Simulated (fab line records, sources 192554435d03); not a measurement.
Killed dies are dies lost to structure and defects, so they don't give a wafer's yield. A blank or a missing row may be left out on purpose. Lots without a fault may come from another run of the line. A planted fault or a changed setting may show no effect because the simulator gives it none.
Chamber matching | flow n5_finfet | N5_BEOL_M2_ALD_84 on ald_metal-04: 4 sister chambers
The step deposits TaN, pulse time 2 s, purge time 3 s, co reactant purge time 2 s. 18 wafers are shown with their chamber, then 9 later ones without.

WAFERS WITH THEIR CHAMBER
wafer  | chamber | heater_power_w (W)
L076.1 | 2       | 406
L076.4 | 0       | 389
L076.6 | 2       | 391
L075.2 | 1       | 382
L075.5 | 0       | 384
L075.6 | 1       | 378
L077.2 | 3       | 387
L077.3 | 1       | 372
L077.4 | 2       | 393
L080.1 | 0       | 390
L080.2 | 2       | 400
L080.3 | 1       | 381
L082.2 | 3       | 389
L082.3 | 0       | 389
L082.6 | 3       | 386
L083.1 | 3       | 386
L083.3 | 0       | 386
L083.6 | 2       | 396

SIGNATURES (means of the wafers above)
reading        | chamber 0 | chamber 1 | chamber 2 | chamber 3 | scatter within a chamber
heater_power_w | 387.60    | 378.25    | 397.20    | 387.00    | 4.09
Rule: a wafer's distance from a chamber is the root of the sum, over the readings, of the square of ((its reading less the chamber's mean) divided by the reading's scatter). The wafer belongs to the nearest chamber; if the next one is less than 2 further off, it can't be placed. The scatter: the root of (the sum of the squares of (reading less its chamber's mean) over the shown wafers, divided by (wafers less chambers)).

WAFERS WITHOUT THEIR CHAMBER
wafer  | heater_power_w (W)
L084.1 | 399
L084.2 | 384
L084.5 | 402
L087.1 | 392
L087.2 | 386
L087.3 | 382
L097.2 | 381
L097.4 | 388
L097.5 | 408

WHICH CHAMBER EACH WENT THROUGH
wafer  | from the rows above          | in truth
L084.1 | 2                            | 2
L084.2 | can't be placed: 3 or 0 or 1 | 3
L084.5 | 2                            | 2
L087.1 | can't be placed: 0 or 3 or 2 | 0
L087.2 | can't be placed: 3 or 0 or 1 | 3
L087.3 | can't be placed: 1 or 3 or 0 | 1
L097.2 | can't be placed: 1 or 3 or 0 | 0
L097.4 | can't be placed: 0 or 3      | 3
L097.5 | 2                            | 2
Placed correctly: 3 of 9. Can't be placed from these rows: 6 (the true chamber is among the candidates in 6). Placed wrongly: 0.
